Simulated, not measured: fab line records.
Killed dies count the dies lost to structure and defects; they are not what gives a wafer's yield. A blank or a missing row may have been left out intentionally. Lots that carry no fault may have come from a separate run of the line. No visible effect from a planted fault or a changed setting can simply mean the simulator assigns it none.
Which of the tools did it? || flow n5-finfet || 13 lots with 39 wafers sampled at 6 steps, on a route of 1938 steps

WHAT EACH GAUGE READ, for each wafer
N5_BEOL_M3_OCD_MEAS_38.
{"lot": "L807", "measured": "day 7 04:28", "on": "ocd-02", "trench-depth-nm (nm)": "54.6 55.3 54.8"}
{"lot": "L808", "measured": "day 7 17:26", "on": "ocd-01", "trench-depth-nm (nm)": "55.7 54.4 55.6"}
{"lot": "L809", "measured": "day 8 01:43", "on": "ocd-01", "trench-depth-nm (nm)": "55.0 55.2 57.2"}
{"lot": "L811", "measured": "day 8 14:16", "on": "ocd-02", "trench-depth-nm (nm)": "55.8 56.3 56.7"}
{"lot": "L812", "measured": "day 9 07:45", "on": "ocd-02", "trench-depth-nm (nm)": "55.2 55.5 54.8"}
{"lot": "L813", "measured": "day 9 09:05", "on": "ocd-01", "trench-depth-nm (nm)": "56.7 56.0 56.4"}
{"lot": "L814", "measured": "day 9 13:47", "on": "ocd-01", "trench-depth-nm (nm)": "55.4 55.4 55.3"}
{"lot": "L815", "measured": "day 9 14:40", "on": "ocd-02", "trench-depth-nm (nm)": "55.7 56.4 56.4"}
{"lot": "L816", "measured": "day 9 17:44", "on": "ocd-01", "trench-depth-nm (nm)": "56.9 55.6 56.8"}
{"lot": "L821", "measured": "day 11 05:50", "on": "ocd-01", "trench-depth-nm (nm)": "56.6 55.6 53.4"}
{"lot": "L822", "measured": "day 11 10:36", "on": "ocd-01", "trench-depth-nm (nm)": "54.0 55.4 56.2"}
{"lot": "L823", "measured": "day 11 10:40", "on": "ocd-02", "trench-depth-nm (nm)": "56.4 55.1 43.3"}
{"lot": "L827", "measured": "day 13 07:26", "on": "ocd-02", "trench-depth-nm (nm)": "56.2 54.3 55.6"}

N5_BEOL_M4_RC_MEAS_101.
{"lot": "L807", "measured": "day 8 01:43", "on": "prober-02", "CHAIN_V2_max_site (ohm/link)": "237 249 231", "CHAIN_V3_max_site (ohm/link)": "241 257 244", "DIBL_N (mV/V)": "37.7 35.6 35.6", "DIBL_P (mV/V)": "36.6 34.6 34.4", "IOFF_N (nA/um)": "0.17 0.12 0.14", "IOFF_P (nA/um)": "0.21 0.18 0.18", "ION_N (uA/um)": "670 662 650", "ION_P (uA/um)": "452 457 451", "SS_N (mV/dec)": "72.3 72.2 71.8", "SS_P (mV/dec)": "74.3 73.1 73.6", "VT_N (mV)": "251 253 250", "VT_P (mV)": "-252 -255 -256"}
{"lot": "L808", "measured": "day 8 10:36", "on": "prober-01", "CHAIN_V2_max_site (ohm/link)": "219 249 233", "CHAIN_V3_max_site (ohm/link)": "236 258 232", "DIBL_N (mV/V)": "38.6 37.0 36.2", "DIBL_P (mV/V)": "39.1 37.7 36.8", "IOFF_N (nA/um)": "0.22 0.19 0.18", "IOFF_P (nA/um)": "0.26 0.24 0.22", "ION_N (uA/um)": "692 684 683", "ION_P (uA/um)": "468 467 464", "SS_N (mV/dec)": "71.6 71.2 71.8", "SS_P (mV/dec)": "73.7 73.8 73.9", "VT_N (mV)": "248 246 245", "VT_P (mV)": "-250 -248 -250"}
{"lot": "L809", "measured": "day 8 20:47", "on": "prober-02", "CHAIN_V2_max_site (ohm/link)": "247 256 230", "CHAIN_V3_max_site (ohm/link)": "240 230 242", "DIBL_N (mV/V)": "33.9 35.8 33.0", "DIBL_P (mV/V)": "35.7 37.6 34.6", "IOFF_N (nA/um)": "0.13 0.15 0.11", "IOFF_P (nA/um)": "0.18 0.19 0.16", "ION_N (uA/um)": "667 680 648", "ION_P (uA/um)": "460 460 445", "SS_N (mV/dec)": "71.1 71.4 71.1", "SS_P (mV/dec)": "73.1 73.6 72.9", "VT_N (mV)": "251 248 255", "VT_P (mV)": "-252 -253 -255"}
{"lot": "L811", "measured": "day 9 06:21", "on": "prober-02", "CHAIN_V2_max_site (ohm/link)": "229 236 236", "CHAIN_V3_max_site (ohm/link)": "256 256 230", "DIBL_N (mV/V)": "35.2 36.7 34.6", "DIBL_P (mV/V)": "35.2 36.1 35.2", "IOFF_N (nA/um)": "0.14 0.16 0.13", "IOFF_P (nA/um)": "0.18 0.18 0.17", "ION_N (uA/um)": "681 673 665", "ION_P (uA/um)": "460 455 461", "SS_N (mV/dec)": "71.1 71.7 70.6", "SS_P (mV/dec)": "73.5 72.3 72.1", "VT_N (mV)": "251 251 250", "VT_P (mV)": "-251 -254 -252"}
{"lot": "L812", "measured": "day 9 23:21", "on": "prober-02", "CHAIN_V2_max_site (ohm/link)": "234 232 241", "CHAIN_V3_max_site (ohm/link)": "240 253 241", "DIBL_N (mV/V)": "34.2 31.3 34.5", "DIBL_P (mV/V)": "32.2 29.9 33.6", "IOFF_N (nA/um)": "0.12 0.10 0.13", "IOFF_P (nA/um)": "0.14 0.12 0.16", "ION_N (uA/um)": "656 651 661", "ION_P (uA/um)": "450 447 454", "SS_N (mV/dec)": "71.6 70.8 70.8", "SS_P (mV/dec)": "72.6 72.2 72.6", "VT_N (mV)": "253 254 250", "VT_P (mV)": "-257 -256 -257"}
{"lot": "L813", "measured": "day 10 01:47", "on": "prober-02", "CHAIN_V2_max_site (ohm/link)": "244 239 247", "CHAIN_V3_max_site (ohm/link)": "234 240 247", "DIBL_N (mV/V)": "35.0 35.8 33.0", "DIBL_P (mV/V)": "36.6 36.6 33.8", "IOFF_N (nA/um)": "0.15 0.16 0.13", "IOFF_P (nA/um)": "0.19 0.18 0.15", "ION_N (uA/um)": "669 675 671", "ION_P (uA/um)": "457 455 454", "SS_N (mV/dec)": "71.6 72.2 70.9", "SS_P (mV/dec)": "72.8 73.2 72.9", "VT_N (mV)": "250 249 252", "VT_P (mV)": "-255 -254 -257"}
{"lot": "L814", "measured": "day 10 01:41", "on": "prober-01", "CHAIN_V2_max_site (ohm/link)": "237 232 239", "CHAIN_V3_max_site (ohm/link)": "237 244 243", "DIBL_N (mV/V)": "38.6 36.6 37.7", "DIBL_P (mV/V)": "39.9 37.6 38.0", "IOFF_N (nA/um)": "0.24 0.20 0.22", "IOFF_P (nA/um)": "0.29 0.25 0.26", "ION_N (uA/um)": "697 680 693", "ION_P (uA/um)": "474 462 470", "SS_N (mV/dec)": "72.4 71.6 72.3", "SS_P (mV/dec)": "74.3 73.6 73.6", "VT_N (mV)": "242 245 245", "VT_P (mV)": "-245 -248 -248"}
{"lot": "L815", "measured": "day 10 05:44", "on": "prober-01", "CHAIN_V2_max_site (ohm/link)": "232 245 237", "CHAIN_V3_max_site (ohm/link)": "229 247 238", "DIBL_N (mV/V)": "36.0 38.7 37.0", "DIBL_P (mV/V)": "34.2 37.7 36.6", "IOFF_N (nA/um)": "0.13 0.18 0.14", "IOFF_P (nA/um)": "0.16 0.20 0.19", "ION_N (uA/um)": "669 673 679", "ION_P (uA/um)": "453 453 460", "SS_N (mV/dec)": "71.8 72.5 72.0", "SS_P (mV/dec)": "73.8 73.7 73.5", "VT_N (mV)": "254 253 252", "VT_P (mV)": "-255 -253 -254"}
{"lot": "L816", "measured": "day 10 11:44", "on": "prober-01", "CHAIN_V2_max_site (ohm/link)": "236 254 232", "CHAIN_V3_max_site (ohm/link)": "248 243 244", "DIBL_N (mV/V)": "34.5 34.3 34.4", "DIBL_P (mV/V)": "35.0 34.6 34.0", "IOFF_N (nA/um)": "0.14 0.13 0.13", "IOFF_P (nA/um)": "0.21 0.20 0.18", "ION_N (uA/um)": "673 668 670", "ION_P (uA/um)": "467 465 460", "SS_N (mV/dec)": "70.8 70.4 71.1", "SS_P (mV/dec)": "72.9 72.5 72.6", "VT_N (mV)": "249 252 252", "VT_P (mV)": "-248 -251 -251"}
{"lot": "L821", "measured": "day 12 04:51", "on": "prober-02", "CHAIN_V2_max_site (ohm/link)": "230 242 227", "CHAIN_V3_max_site (ohm/link)": "254 241 235", "DIBL_N (mV/V)": "34.6 37.4 34.8", "DIBL_P (mV/V)": "34.6 38.7 35.9", "IOFF_N (nA/um)": "0.13 0.17 0.13", "IOFF_P (nA/um)": "0.19 0.25 0.21", "ION_N (uA/um)": "669 674 665", "ION_P (uA/um)": "464 462 458", "SS_N (mV/dec)": "71.6 72.4 72.0", "SS_P (mV/dec)": "72.6 74.2 73.4", "VT_N (mV)": "253 249 253", "VT_P (mV)": "-252 -248 -250"}
{"lot": "L822", "measured": "day 12 04:16", "on": "prober-01", "CHAIN_V2_max_site (ohm/link)": "249 237 254", "CHAIN_V3_max_site (ohm/link)": "250 250 264", "DIBL_N (mV/V)": "35.6 39.0 35.0", "DIBL_P (mV/V)": "35.2 39.3 34.8", "IOFF_N (nA/um)": "0.16 0.24 0.16", "IOFF_P (nA/um)": "0.23 0.31 0.22", "ION_N (uA/um)": "679 697 673", "ION_P (uA/um)": "463 477 461", "SS_N (mV/dec)": "71.4 72.2 71.5", "SS_P (mV/dec)": "73.3 74.0 73.1", "VT_N (mV)": "251 246 249", "VT_P (mV)": "-246 -245 -247"}
{"lot": "L823", "measured": "day 12 05:36", "on": "prober-01", "CHAIN_V2_max_site (ohm/link)": "242 246 ~571", "CHAIN_V3_max_site (ohm/link)": "244 236 ~571", "DIBL_N (mV/V)": "37.9 37.9 36.9", "DIBL_P (mV/V)": "38.1 37.8 36.9", "IOFF_N (nA/um)": "0.19 0.19 0.17", "IOFF_P (nA/um)": "0.26 0.26 0.23", "ION_N (uA/um)": "691 697 681", "ION_P (uA/um)": "474 472 464", "SS_N (mV/dec)": "72.3 72.0 71.6", "SS_P (mV/dec)": "73.6 73.1 73.2", "VT_N (mV)": "248 245 248", "VT_P (mV)": "-245 -245 -249"}
{"lot": "L827", "measured": "day 13 21:14", "on": "prober-02", "CHAIN_V2_max_site (ohm/link)": "259 241 243", "CHAIN_V3_max_site (ohm/link)": "243 251 229", "DIBL_N (mV/V)": "38.0 38.9 38.2", "DIBL_P (mV/V)": "38.2 39.1 38.4", "IOFF_N (nA/um)": "0.18 0.20 0.18", "IOFF_P (nA/um)": "0.23 0.27 0.23", "ION_N (uA/um)": "675 683 682", "ION_P (uA/um)": "462 470 469", "SS_N (mV/dec)": "71.4 72.0 72.5", "SS_P (mV/dec)": "74.1 74.2 74.7", "VT_N (mV)": "250 248 248", "VT_P (mV)": "-248 -247 -247"}

TOOL THAT RAN EACH LOT (tool first, then ch and the chambers of the sampled wafers, then the start)
{"lot": "L807", "N5_BEOL_M3_ETCH_64": "rie-diel-03 ch 0,2,3, day 7 01:37", "N5_BEOL_M3_ETCH_70": "rie-diel-06 ch 0,1,3, day 7 04:07", "N5_BEOL_M3_ETCH_41": "rie-diel-06 ch 0,1,3, day 7 04:28 or earlier", "N5_BEOL_M3_SPUTTER_48": "pvd-sputter-01, day 7 06:38"}
{"lot": "L808", "N5_BEOL_M3_ETCH_64": "rie-diel-05 ch 2,3, day 7 09:44", "N5_BEOL_M3_ETCH_70": "rie-diel-06 ch 0,2,3, day 7 17:05", "N5_BEOL_M3_ETCH_41": "rie-diel-06 ch 0,2,3, day 7 17:26 or earlier", "N5_BEOL_M3_SPUTTER_48": "pvd-sputter-02, day 7 18:54"}
{"lot": "L809", "N5_BEOL_M3_ETCH_64": "rie-diel-05 ch 2,3, day 7 18:59", "N5_BEOL_M3_ETCH_70": "rie-diel-05 ch 1,3, day 8 01:22", "N5_BEOL_M3_ETCH_41": "rie-diel-05 ch 1,3, day 8 01:43 or earlier", "N5_BEOL_M3_SPUTTER_48": "pvd-sputter-03, day 8 04:33"}
{"lot": "L811", "N5_BEOL_M3_ETCH_64": "rie-diel-05 ch 1,3, day 8 07:34", "N5_BEOL_M3_ETCH_70": "rie-diel-06 ch 0,1,2, day 8 13:54", "N5_BEOL_M3_ETCH_41": "rie-diel-06 ch 0,1,2, day 8 14:16 or earlier", "N5_BEOL_M3_SPUTTER_48": "pvd-sputter-02, day 8 15:16"}
{"lot": "L812", "N5_BEOL_M3_ETCH_64": "rie-diel-03 ch 0,1,2, day 9 00:44", "N5_BEOL_M3_ETCH_70": "rie-diel-05 ch 1,2, day 9 07:23", "N5_BEOL_M3_ETCH_41": "rie-diel-05 ch 1,2, day 9 07:45 or earlier", "N5_BEOL_M3_SPUTTER_48": "pvd-sputter-02, day 9 09:34"}
{"lot": "L813", "N5_BEOL_M3_ETCH_64": "rie-diel-05 ch 0,1,2, day 9 02:02", "N5_BEOL_M3_ETCH_70": "rie-diel-03 ch 0,2,3, day 9 08:44", "N5_BEOL_M3_ETCH_41": "rie-diel-03 ch 0,2,3, day 9 09:05 or earlier", "N5_BEOL_M3_SPUTTER_48": "pvd-sputter-02, day 9 11:35"}
{"lot": "L814", "N5_BEOL_M3_ETCH_64": "rie-diel-03 ch 0,1,2, day 9 02:18", "N5_BEOL_M3_ETCH_70": "rie-diel-06 ch 0,1,3, day 9 13:26", "N5_BEOL_M3_ETCH_41": "rie-diel-06 ch 0,1,3, day 9 13:47 or earlier", "N5_BEOL_M3_SPUTTER_48": "pvd-sputter-03, day 9 15:08"}
{"lot": "L815", "N5_BEOL_M3_ETCH_64": "rie-diel-06 ch 1,2, day 9 03:13", "N5_BEOL_M3_ETCH_70": "rie-diel-03 ch 0,3, day 9 14:18", "N5_BEOL_M3_ETCH_41": "rie-diel-03 ch 0,3, day 9 14:40 or earlier", "N5_BEOL_M3_SPUTTER_48": "pvd-sputter-01, day 9 15:57"}
{"lot": "L816", "N5_BEOL_M3_ETCH_64": "rie-diel-03 ch 2,3, day 9 07:08", "N5_BEOL_M3_ETCH_70": "rie-diel-03 ch 0,2, day 9 17:22", "N5_BEOL_M3_ETCH_41": "rie-diel-03 ch 0,2, day 9 17:44 or earlier", "N5_BEOL_M3_SPUTTER_48": "pvd-sputter-03, day 9 19:19"}
{"lot": "L821", "N5_BEOL_M3_ETCH_64": "rie-diel-06 ch 1,3, day 11 01:31", "N5_BEOL_M3_ETCH_70": "rie-diel-03 ch 0,1,3, day 11 05:29", "N5_BEOL_M3_ETCH_41": "rie-diel-03 ch 0,1,3, day 11 05:50 or earlier", "N5_BEOL_M3_SPUTTER_48": "pvd-sputter-03, day 11 07:03"}
{"lot": "L822", "N5_BEOL_M3_ETCH_64": "rie-diel-06 ch 1,3, day 11 04:43", "N5_BEOL_M3_ETCH_70": "rie-diel-06 ch 0,1,2, day 11 10:14", "N5_BEOL_M3_ETCH_41": "rie-diel-06 ch 0,1,2, day 11 10:36 or earlier", "N5_BEOL_M3_SPUTTER_48": "pvd-sputter-03, day 11 11:35"}
{"lot": "L823", "N5_BEOL_M3_ETCH_64": "rie-diel-05 ch 1,2, day 11 06:12", "N5_BEOL_M3_ETCH_70": "rie-diel-05 ch 0,2,3, day 11 10:18", "N5_BEOL_M3_ETCH_41": "rie-diel-05 ch 0,2,3, day 11 10:40 or earlier", "N5_BEOL_M3_SPUTTER_48": "pvd-sputter-02, day 11 12:01"}
{"lot": "L827", "N5_BEOL_M3_ETCH_64": "rie-diel-03 ch 2,3, day 12 06:47", "N5_BEOL_M3_ETCH_70": "rie-diel-03 ch 0,1,2, day 13 07:05", "N5_BEOL_M3_ETCH_41": "rie-diel-03 ch 0,1,2, day 13 07:26 or earlier", "N5_BEOL_M3_SPUTTER_48": "pvd-sputter-01, day 13 08:23"}
- N5_BEOL_M3_ETCH_64: etches SOC in N2/H2, target depth 75 nm, overetch 15 nm, time 112.5 s.
- N5_BEOL_M3_ETCH_70: etches SOC in N2/H2, target depth 80 nm, overetch 16 nm, time 120 s.
- N5_BEOL_M3_ETCH_41: etches SiCN in CH3F/O2, target depth 29.9 nm, time 52.5 s.
- N5_BEOL_M3_SPUTTER_48: material Cu, target thk 4.5 nm, time 8.29 s.

WHAT THE TOOLS THEMSELVES READ (means of the sampled wafers that have a number; where no wafer has one, the mark that the record gives instead)
N5_BEOL_M3_ETCH_64.
{"lot": "L807", "tool": "rie-diel-03", "drypump-motor-current-A (A)": 5.59, "n2-flow-sccm (sccm)": 199.6, "oes-product-au (a.u.)": 0.69, "rf-vpp-V (V)": 525.2, "showerhead-plenum-p-Torr (Torr)": 2.60, "throttle-valve-pct (%)": 17.8}
{"lot": "L808", "tool": "rie-diel-05", "drypump-motor-current-A (A)": 5.92, "n2-flow-sccm (sccm)": 200.2, "oes-product-au (a.u.)": 0.62, "rf-vpp-V (V)": 522.5, "showerhead-plenum-p-Torr (Torr)": 2.49, "throttle-valve-pct (%)": 18.0}
{"lot": "L809", "tool": "rie-diel-05", "drypump-motor-current-A (A)": 5.93, "n2-flow-sccm (sccm)": 200.2, "oes-product-au (a.u.)": 0.61, "rf-vpp-V (V)": 521.8, "showerhead-plenum-p-Torr (Torr)": 2.48, "throttle-valve-pct (%)": 18.0}
{"lot": "L811", "tool": "rie-diel-05", "drypump-motor-current-A (A)": 5.83, "n2-flow-sccm (sccm)": 199.8, "oes-product-au (a.u.)": 0.60, "rf-vpp-V (V)": 525.3, "showerhead-plenum-p-Torr (Torr)": 2.61, "throttle-valve-pct (%)": 18.0}
{"lot": "L812", "tool": "rie-diel-03", "drypump-motor-current-A (A)": 5.89, "n2-flow-sccm (sccm)": 199.8, "oes-product-au (a.u.)": 0.66, "rf-vpp-V (V)": 526.0, "showerhead-plenum-p-Torr (Torr)": 2.65, "throttle-valve-pct (%)": 17.6}
{"lot": "L813", "tool": "rie-diel-05", "drypump-motor-current-A (A)": 5.85, "n2-flow-sccm (sccm)": 199.9, "oes-product-au (a.u.)": 0.62, "rf-vpp-V (V)": 524.2, "showerhead-plenum-p-Torr (Torr)": 2.55, "throttle-valve-pct (%)": 17.9}
{"lot": "L814", "tool": "rie-diel-03", "drypump-motor-current-A (A)": 5.89, "n2-flow-sccm (sccm)": 199.7, "oes-product-au (a.u.)": 0.66, "rf-vpp-V (V)": 526.7, "showerhead-plenum-p-Torr (Torr)": 2.65, "throttle-valve-pct (%)": 17.6}
{"lot": "L815", "tool": "rie-diel-06", "drypump-motor-current-A (A)": 5.55, "n2-flow-sccm (sccm)": 199.5, "oes-product-au (a.u.)": 0.60, "rf-vpp-V (V)": 525.7, "showerhead-plenum-p-Torr (Torr)": 2.61, "throttle-valve-pct (%)": 18.0}
{"lot": "L816", "tool": "rie-diel-03", "drypump-motor-current-A (A)": 5.63, "n2-flow-sccm (sccm)": 200.4, "oes-product-au (a.u.)": 0.67, "rf-vpp-V (V)": 525.9, "showerhead-plenum-p-Torr (Torr)": 2.62, "throttle-valve-pct (%)": 17.6}
{"lot": "L821", "tool": "rie-diel-06", "drypump-motor-current-A (A)": 5.71, "n2-flow-sccm (sccm)": 200.6, "oes-product-au (a.u.)": 0.64, "rf-vpp-V (V)": 524.0, "showerhead-plenum-p-Torr (Torr)": 2.52, "throttle-valve-pct (%)": 17.5}
{"lot": "L822", "tool": "rie-diel-06", "drypump-motor-current-A (A)": 5.73, "n2-flow-sccm (sccm)": 199.5, "oes-product-au (a.u.)": 0.64, "rf-vpp-V (V)": 523.3, "showerhead-plenum-p-Torr (Torr)": 2.52, "throttle-valve-pct (%)": 17.5}
{"lot": "L823", "tool": "rie-diel-05", "drypump-motor-current-A (A)": 5.96, "n2-flow-sccm (sccm)": 200.0, "oes-product-au (a.u.)": 0.54, "rf-vpp-V (V)": 523.7, "showerhead-plenum-p-Torr (Torr)": 2.55, "throttle-valve-pct (%)": 18.2}
{"lot": "L827", "tool": "rie-diel-03", "drypump-motor-current-A (A)": 5.54, "n2-flow-sccm (sccm)": 199.2, "oes-product-au (a.u.)": 0.63, "rf-vpp-V (V)": 524.4, "showerhead-plenum-p-Torr (Torr)": 2.53, "throttle-valve-pct (%)": 17.9}

N5_BEOL_M3_ETCH_70.
{"lot": "L807", "tool": "rie-diel-06", "drypump-motor-current-A (A)": 5.79, "n2-flow-sccm (sccm)": 200.2, "oes-product-au (a.u.)": 0.60, "rf-vpp-V (V)": 523.4, "showerhead-plenum-p-Torr (Torr)": 2.54, "throttle-valve-pct (%)": 17.7}
{"lot": "L808", "tool": "rie-diel-06", "drypump-motor-current-A (A)": 5.92, "n2-flow-sccm (sccm)": 199.8, "oes-product-au (a.u.)": 0.60, "rf-vpp-V (V)": 523.8, "showerhead-plenum-p-Torr (Torr)": 2.51, "throttle-valve-pct (%)": 17.7}
{"lot": "L809", "tool": "rie-diel-05", "drypump-motor-current-A (A)": 5.84, "n2-flow-sccm (sccm)": 200.1, "oes-product-au (a.u.)": 0.59, "rf-vpp-V (V)": 526.4, "showerhead-plenum-p-Torr (Torr)": 2.61, "throttle-valve-pct (%)": 18.0}
{"lot": "L811", "tool": "rie-diel-06", "drypump-motor-current-A (A)": 5.76, "n2-flow-sccm (sccm)": 199.3, "oes-product-au (a.u.)": 0.57, "rf-vpp-V (V)": 525.3, "showerhead-plenum-p-Torr (Torr)": 2.57, "throttle-valve-pct (%)": 18.0}
{"lot": "L812", "tool": "rie-diel-05", "drypump-motor-current-A (A)": 5.96, "n2-flow-sccm (sccm)": 200.5, "oes-product-au (a.u.)": 0.54, "rf-vpp-V (V)": 523.8, "showerhead-plenum-p-Torr (Torr)": 2.56, "throttle-valve-pct (%)": 18.2}
{"lot": "L813", "tool": "rie-diel-03", "drypump-motor-current-A (A)": 5.61, "n2-flow-sccm (sccm)": 200.3, "oes-product-au (a.u.)": 0.65, "rf-vpp-V (V)": 525.0, "showerhead-plenum-p-Torr (Torr)": 2.59, "throttle-valve-pct (%)": 17.8}
{"lot": "L814", "tool": "rie-diel-06", "drypump-motor-current-A (A)": 5.79, "n2-flow-sccm (sccm)": 200.0, "oes-product-au (a.u.)": 0.59, "rf-vpp-V (V)": 522.9, "showerhead-plenum-p-Torr (Torr)": 2.53, "throttle-valve-pct (%)": 17.7}
{"lot": "L815", "tool": "rie-diel-03", "drypump-motor-current-A (A)": 5.51, "n2-flow-sccm (sccm)": 200.4, "oes-product-au (a.u.)": 0.63, "rf-vpp-V (V)": 522.5, "showerhead-plenum-p-Torr (Torr)": 2.52, "throttle-valve-pct (%)": 18.0}
{"lot": "L816", "tool": "rie-diel-03", "drypump-motor-current-A (A)": 5.62, "n2-flow-sccm (sccm)": 200.2, "oes-product-au (a.u.)": 0.67, "rf-vpp-V (V)": 526.1, "showerhead-plenum-p-Torr (Torr)": 2.64, "throttle-valve-pct (%)": 17.7}
{"lot": "L821", "tool": "rie-diel-03", "drypump-motor-current-A (A)": 5.80, "n2-flow-sccm (sccm)": 200.1, "oes-product-au (a.u.)": 0.60, "rf-vpp-V (V)": 525.3, "showerhead-plenum-p-Torr (Torr)": 2.57, "throttle-valve-pct (%)": 17.9}
{"lot": "L822", "tool": "rie-diel-06", "drypump-motor-current-A (A)": 5.79, "n2-flow-sccm (sccm)": 200.4, "oes-product-au (a.u.)": 0.56, "rf-vpp-V (V)": 524.3, "showerhead-plenum-p-Torr (Torr)": 2.56, "throttle-valve-pct (%)": 18.0}
{"lot": "L823", "tool": "rie-diel-05", "drypump-motor-current-A (A)": 5.78, "n2-flow-sccm (sccm)": 200.5, "oes-product-au (a.u.)": 0.63, "rf-vpp-V (V)": 523.2, "showerhead-plenum-p-Torr (Torr)": 2.53, "throttle-valve-pct (%)": 17.7}
{"lot": "L827", "tool": "rie-diel-03", "drypump-motor-current-A (A)": 5.87, "n2-flow-sccm (sccm)": 200.2, "oes-product-au (a.u.)": 0.60, "rf-vpp-V (V)": 526.1, "showerhead-plenum-p-Torr (Torr)": 2.63, "throttle-valve-pct (%)": 17.7}

N5_BEOL_M3_ETCH_41.
{"lot": "L807", "tool": "rie-diel-06", "drypump-motor-current-A (A)": 5.78, "oes-product-au (a.u.)": 0.79, "rf-vpp-V (V)": 297.5, "showerhead-plenum-p-Torr (Torr)": 2.01, "throttle-valve-pct (%)": 16.24}
{"lot": "L808", "tool": "rie-diel-06", "drypump-motor-current-A (A)": 5.93, "oes-product-au (a.u.)": 0.79, "rf-vpp-V (V)": 297.2, "showerhead-plenum-p-Torr (Torr)": 1.98, "throttle-valve-pct (%)": 16.29}
{"lot": "L809", "tool": "rie-diel-05", "drypump-motor-current-A (A)": 5.83, "oes-product-au (a.u.)": 0.77, "rf-vpp-V (V)": 298.8, "showerhead-plenum-p-Torr (Torr)": 2.06, "throttle-valve-pct (%)": 16.50}
{"lot": "L811", "tool": "rie-diel-06", "drypump-motor-current-A (A)": 5.79, "oes-product-au (a.u.)": 0.74, "rf-vpp-V (V)": 298.1, "showerhead-plenum-p-Torr (Torr)": 2.02, "throttle-valve-pct (%)": 16.44}
{"lot": "L812", "tool": "rie-diel-05", "drypump-motor-current-A (A)": 5.97, "oes-product-au (a.u.)": 0.69, "rf-vpp-V (V)": 298.1, "showerhead-plenum-p-Torr (Torr)": 2.01, "throttle-valve-pct (%)": 16.68}
{"lot": "L813", "tool": "rie-diel-03", "drypump-motor-current-A (A)": 5.59, "oes-product-au (a.u.)": 0.86, "rf-vpp-V (V)": 297.3, "showerhead-plenum-p-Torr (Torr)": 2.03, "throttle-valve-pct (%)": 16.17}
{"lot": "L814", "tool": "rie-diel-06", "drypump-motor-current-A (A)": 5.79, "oes-product-au (a.u.)": 0.77, "rf-vpp-V (V)": 297.5, "showerhead-plenum-p-Torr (Torr)": 2.00, "throttle-valve-pct (%)": 16.29}
{"lot": "L815", "tool": "rie-diel-03", "drypump-motor-current-A (A)": 5.50, "oes-product-au (a.u.)": 0.83, "rf-vpp-V (V)": 297.3, "showerhead-plenum-p-Torr (Torr)": 1.97, "throttle-valve-pct (%)": 16.32}
{"lot": "L816", "tool": "rie-diel-03", "drypump-motor-current-A (A)": 5.65, "oes-product-au (a.u.)": 0.88, "rf-vpp-V (V)": 298.6, "showerhead-plenum-p-Torr (Torr)": 2.07, "throttle-valve-pct (%)": 16.07}
{"lot": "L821", "tool": "rie-diel-03", "drypump-motor-current-A (A)": 5.80, "oes-product-au (a.u.)": 0.79, "rf-vpp-V (V)": 297.7, "showerhead-plenum-p-Torr (Torr)": 2.01, "throttle-valve-pct (%)": 16.21}
{"lot": "L822", "tool": "rie-diel-06", "drypump-motor-current-A (A)": 5.78, "oes-product-au (a.u.)": 0.73, "rf-vpp-V (V)": 297.7, "showerhead-plenum-p-Torr (Torr)": 2.01, "throttle-valve-pct (%)": 16.49}
{"lot": "L823", "tool": "rie-diel-05", "drypump-motor-current-A (A)": 5.78, "oes-product-au (a.u.)": 0.79, "rf-vpp-V (V)": 297.5, "showerhead-plenum-p-Torr (Torr)": 1.99, "throttle-valve-pct (%)": 16.23}
{"lot": "L827", "tool": "rie-diel-03", "drypump-motor-current-A (A)": 5.88, "oes-product-au (a.u.)": 0.79, "rf-vpp-V (V)": 298.4, "showerhead-plenum-p-Torr (Torr)": 2.07, "throttle-valve-pct (%)": 16.11}

N5_BEOL_M3_SPUTTER_48.
{"lot": "L807", "tool": "pvd-sputter-01", "throttle-valve-pct (%)": 30.0}
{"lot": "L808", "tool": "pvd-sputter-02", "throttle-valve-pct (%)": 30.4}
{"lot": "L809", "tool": "pvd-sputter-03", "throttle-valve-pct (%)": 28.7}
{"lot": "L811", "tool": "pvd-sputter-02", "throttle-valve-pct (%)": 30.9}
{"lot": "L812", "tool": "pvd-sputter-02", "throttle-valve-pct (%)": 30.8}
{"lot": "L813", "tool": "pvd-sputter-02", "throttle-valve-pct (%)": 30.9}
{"lot": "L814", "tool": "pvd-sputter-03", "throttle-valve-pct (%)": 29.6}
{"lot": "L815", "tool": "pvd-sputter-01", "throttle-valve-pct (%)": 30.4}
{"lot": "L816", "tool": "pvd-sputter-03", "throttle-valve-pct (%)": 29.4}
{"lot": "L821", "tool": "pvd-sputter-03", "throttle-valve-pct (%)": 28.8}
{"lot": "L822", "tool": "pvd-sputter-03", "throttle-valve-pct (%)": 29.7}
{"lot": "L823", "tool": "pvd-sputter-02", "throttle-valve-pct (%)": 29.7}
{"lot": "L827", "tool": "pvd-sputter-01", "throttle-valve-pct (%)": 30.2}

THE ANSWER, worked out from the rows above alone
Rule: the usual values come from the lots themselves. Put in order of their means at a reading, lots are off if they are a third of the lots or fewer, leave a main group of 4 or more, and stand apart from it by a gap of 3 or more times the standard deviation of the main group's means; of several such gaps the widest counts. A main group is skipped when, at the precision printed for the reading in the tables above, its means are all equal. A lot without any number at a reading at which 4 lots or more have one is off too. Any other lot the step has rows for is counted as sound. After the gauges, taken in route order, come the tools' own readings; for these a lot's mean is taken, as printed above. The first step at which some lot is off is used, and at that step the reading that is off furthest; a lot without a number counts as furthest.
Off, at N5_BEOL_M3_OCD_MEAS_38 on trench-depth-nm: L823. Main group: mean 55.6 nm, sd 0.53.
If a tool, at a process step before that reading, ran all the lots that are off and no sound lot after the first of them, it fits. Those tools and the gauges at N5_BEOL_M3_OCD_MEAS_38 are tried in the same way. With no start given for some of its lots, N5_BEOL_M3_ETCH_41 uses the hours and lot order of N5_BEOL_M3_OCD_MEAS_38. One fits: rie-diel-05 at N5_BEOL_M3_ETCH_64 and N5_BEOL_M3_ETCH_70 and N5_BEOL_M3_ETCH_41. At N5_BEOL_M3_ETCH_64 its last sound lot is L813 (day 9 02:02), its first lot that is off L823 (day 11 06:12): a fault that began between those two fits.

WHAT WAS PUT IN BY THE SIMULATOR
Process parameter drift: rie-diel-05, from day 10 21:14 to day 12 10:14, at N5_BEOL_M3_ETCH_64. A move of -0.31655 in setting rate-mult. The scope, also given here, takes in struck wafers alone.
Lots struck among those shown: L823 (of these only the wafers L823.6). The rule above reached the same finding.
